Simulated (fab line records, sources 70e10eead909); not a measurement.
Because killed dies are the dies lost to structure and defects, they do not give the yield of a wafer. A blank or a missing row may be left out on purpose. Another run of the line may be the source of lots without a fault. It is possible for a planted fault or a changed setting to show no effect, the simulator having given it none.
A lot that was struck, set against a sound lot -- flow nandHarc -- 15 out of 1302 route steps
Sound: wafers L944.1, L944.2, L944.6. Struck: wafer L961.6. (L961.1, L961.3 of the same lot were not struck and are left out.) The cause comes at the end.
Order at every step that has rows: each side's tool, ch and its chambers, its first start. Under that, the readings that differ: sound wafers -- struck wafers -- difference of the means -- sigmas: that difference in standard deviations of wafers without a fault.
alike: a reading whose means differ by less than 2 such deviations, as well as words and numbers matching on both sides. not compared: withheld readings; readings where some wafer has no value; bounds like >300 that might hide an equal value; numbers whose values overlap and for which the record gives no deviation.
The two part at a step that has a row with sigmas, a row that says differs or no value, or rows on one side only. Non-overlapping numbers with no deviation appear without sigmas and do not part them. A reading missing from all wafers of one side parts the sides only when that side holds two or more wafers.

first, 8 steps without rows for these wafers: NHARC_A_CONTACT_COAT_86 (time 75 s); NHARC_A_CONTACT_COAT_87 (time 65 s); NHARC_A_CONTACT_COAT_02 (resist thk 90 nm); NHARC_A_CONTACT_SOFTBAKE_03 (time 55 s); NHARC_A_CONTACT_EBR_04; NHARC_A_CONTACT_EXPOSE_05 (exposes mask A CC); NHARC_A_CONTACT_PEB_06 (peb time 65 s); NHARC_A_CONTACT_DEVELOP_07 (develop time 35 s).
NHARC_A_CONTACT_CD_MEAS_08: target cd 200 nm.
  sound on cdSem-01 ch 0, day 23 03:10; struck on cdSem-02 ch 0, day 30 08:43
  alike: cdNm
NHARC_A_CONTACT_OVL_MEAS_09:
  sound on overlay-01, day 23 03:15; struck on overlay-02, day 30 08:47
  alike: overlayXNm, overlayYNm
NHARC_A_CONTACT_INSPECT_10:
  sound on defectInspect-01, day 23 03:17; struck on defectInspect-01, day 30 08:50
  alike: rawDefectCount
NHARC_A_CONTACT_DESCUM_13: chemistry O2, time 3 s.
  sound on rieDiel-04 ch 0,2,3, day 23 03:22; struck on rieDiel-04 ch 0, day 30 08:54
  alike: drypumpMotorCurrentA, oesProductAu, rfVppV, showerheadPlenumPTorr, throttleValvePct
  not compared: rfHoursCounterH
NHARC_A_CONTACT_ETCH_88: etches the open film in CF4, target depth 39 nm, time 65 s.
  sound on rieDiel-04 ch 1,2,3, day 23 03:27; struck on rieDiel-04 ch 2, day 30 08:59
reading,sound,struck,difference,sigmas
oesProductAu (a.u.),1.003 0.985 1.005,0.860,-0.138,-15
  alike: drypumpMotorCurrentA, rfFwdPowerW, rfVppV, showerheadPlenumPTorr, throttleValvePct
  not compared: rfHoursCounterH
NHARC_A_CONTACT_ETCH_89: etches the open film in N2/H2, target depth 260 nm, time 475.3 s.
  sound on rieDiel-04 ch 0,1,3; struck on rieDiel-04 ch 3
  alike: drypumpMotorCurrentA, oesProductAu, rfFwdPowerW, rfVppV, showerheadPlenumPTorr, throttleValvePct
  not compared: rfHoursCounterH
-- record jumps: 3 days between struck wafers' starts before vs after; left off in module A_CONTACT, resumes in module END, first step shown is number 1302 of the route --
NHARC_END_SORT_01:
  here the record holds rows for the struck wafers (prober-01 ch 0, day 32 21:28) but none for the sound ones

## WHERE THEY PART
First at NHARC_A_CONTACT_ETCH_88; last, within this record, at NHARC_END_SORT_01.

WHY: the cause the simulator had injected
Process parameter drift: rieDiel-04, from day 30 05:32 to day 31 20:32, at NHARC_A_CONTACT_ETCH_88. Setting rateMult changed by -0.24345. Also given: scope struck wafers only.
